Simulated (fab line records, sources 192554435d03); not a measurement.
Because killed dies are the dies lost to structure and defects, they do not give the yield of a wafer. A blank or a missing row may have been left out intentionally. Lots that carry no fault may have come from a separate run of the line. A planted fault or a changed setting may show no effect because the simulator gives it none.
One fault through the eyes of 3 desks -- flow n5Finfet -- what lay behind the numbers comes last; until then each desk has only its own

## THE METROLOGY DESK
What the gauges read, lot by lot, whatever tool the lot ran on: means of the sampled wafers that have a number. A lot is out of limits, marked OUT, if its mean lies more than 4 standard deviations from the usual mean; the brackets give that distance. 7 of its 10 readings are shown, namely those furthest out on some lot.
Columns: A = DIBL_N at N5_BEOL_M4_RC_MEAS_101, usual 37.5 mV/V; B = IOFF_P at N5_BEOL_M4_RC_MEAS_101, usual 0.24 nA/um; C = ION_N at N5_BEOL_M4_RC_MEAS_101, usual 679 uA/um; D = ION_P at N5_BEOL_M4_RC_MEAS_101, usual 465 uA/um; E = SS_P at N5_BEOL_M4_RC_MEAS_101, usual 73.7 mV/dec; F = VT_N at N5_BEOL_M4_RC_MEAS_101, usual 248 mV; G = VT_P at N5_BEOL_M4_RC_MEAS_101, usual -249 mV
lot,first seen here,A,B,C,D,E,F,G
L377,day 7 19:21,37.2,0.23,672,461,73.5,251,-248
L378,day 8 02:04,37.3,0.24,676,461,73.8,251,-250
L384,day 10 05:40,35.6,0.19,669,457,73.3,252,-252
L386,day 10 09:25,39.3,0.27,684,468,73.9,248,-245
L385,day 10 21:11,36.7,0.20,660,457,73.5,253,-251
L389,day 11 13:14,35.8,0.19,670,450,73.2,248,-253
L394,day 12 19:31,37.8,0.21,673,458,73.5,250,-252
L398,day 13 22:26,39.2,0.26,683,465,74.6,246,-250
L397,day 13 22:40,39.7,0.24,678,464,73.7,249,-249
This desk's verdict: no lot among the 9 shows anything out of limits.

## AT THE TOOL OWNER'S DESK: pvdSputter-01
The tool's own readings at N5_BEOL_M4_HM_DEP_02 (deposits TiN, target thk 20 nm): means of the sampled wafers that have a number, for each lot that ran on this tool. A lot is out of limits, marked OUT, if its mean lies more than 4 standard deviations from the usual mean; the brackets give that distance.
Columns: A = susceptorTempC at N5_BEOL_M4_HM_DEP_02, usual 25.00 C; B = throttleValvePct at N5_BEOL_M4_HM_DEP_02, usual 29.9 %
lot,first seen here,A,B
L386,day 9 21:22,25.03,30.1
L385,day 10 04:58,25.04,29.6
L389,day 11 03:23,25.00,30.2
L394,day 11 18:57,25.04,30.3
L398,day 13 07:17,25.05,30.2
This desk's verdict: no lot among the 5 shows anything out of limits.

## THE DEFECT DESK
For each lot, the counts of the inspections along the route, averaged over the sampled wafers that have a number. A lot is out of limits, marked OUT, if its mean lies more than 4 standard deviations from the usual mean; the brackets give that distance.
Columns: A = rawDefectCount at N5_BEOL_M4_INSPECT_13, usual 393; B = rawDefectCount at N5_BEOL_M4_INSPECT_30, usual 393
lot,first seen here,A,B
L377,day 7 09:37,348,395
L378,day 7 18:24,448,444
L384,day 9 19:48,325,334
L386,day 9 21:57,432,436
L385,day 10 05:33,402,358
L389,day 11 04:00,300,292
L394,day 11 19:26,615,574
L397,day 13 01:17,385,342
L398,day 13 07:47,559,572
This desk's verdict: no lot among the 9 shows anything out of limits.

## ALL TOGETHER
The metrology desk saw nothing out of limits.
The desk of the tool owner found nothing out of limits.
No out-of-limits result turned up at the defect desk.

## WHAT THE SIMULATOR PUT IN
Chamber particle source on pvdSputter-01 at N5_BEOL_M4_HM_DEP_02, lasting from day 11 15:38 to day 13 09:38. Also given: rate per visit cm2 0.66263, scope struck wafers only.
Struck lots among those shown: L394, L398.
